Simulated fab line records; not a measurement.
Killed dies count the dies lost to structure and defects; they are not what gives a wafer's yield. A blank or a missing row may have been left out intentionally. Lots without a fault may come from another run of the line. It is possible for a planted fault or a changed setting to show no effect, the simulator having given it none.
Chamber matching    flow n5-finfet    N5_BEOL_M9_STRIP_67 on rie-diel-03 has 4 sister chambers
The step strips in CF4. 8 wafers are shown with their chamber, then 11 later ones without.

## WAFERS WITH THEIR CHAMBER
wafer   chamber  showerhead-plenum-p-Torr (Torr)  throttle-valve-pct (%)
L080.6  3        1.85                             13.73
L081.5  1        1.78                             13.44
L081.6  0        1.74                             13.34
L087.3  0        1.73                             13.35
L088.2  2        1.72                             13.79
L088.4  1        1.78                             13.45
L088.5  2        1.72                             13.80
L090.1  3        1.85                             13.77

## WAFERS WITH NO CHAMBER GIVEN
wafer   showerhead-plenum-p-Torr (Torr)  throttle-valve-pct (%)
L090.3  1.77                             13.45
L090.5  1.77                             13.48
L093.2  1.77                             13.46
L093.3  1.85                             13.77
L093.5  1.73                             13.37
L092.2  1.72                             13.83
L092.3  1.77                             13.47
L092.6  1.73                             13.38
L096.1  1.77                             13.49
L096.2  1.73                             13.39
L096.5  1.73                             13.38

## EACH ONE'S CHAMBER
wafer   from the rows above  in truth
L090.3  1                    1
L090.5  1                    1
L093.2  1                    1
L093.3  3                    3
L093.5  0                    0
L092.2  2                    2
L092.3  1                    1
L092.6  0                    0
L096.1  1                    1
L096.2  0                    0
L096.5  0                    0
Correct placement for 11 of the 11. Left unplaced by these rows: 0. Wrongly placed: 0.
How it was worked out, from the rows above alone: a wafer's distance from a chamber is the root of the sum, over the readings, of the square of ((its reading less the chamber's mean) divided by the reading's scatter). The wafer belongs to the nearest chamber; if the next one is less than 2 further off, it can't be placed. A chamber's mean is the mean of its shown wafers. The scatter: the root of (the sum of the squares of (reading less its chamber's mean) over the shown wafers, divided by (wafers less chambers)).
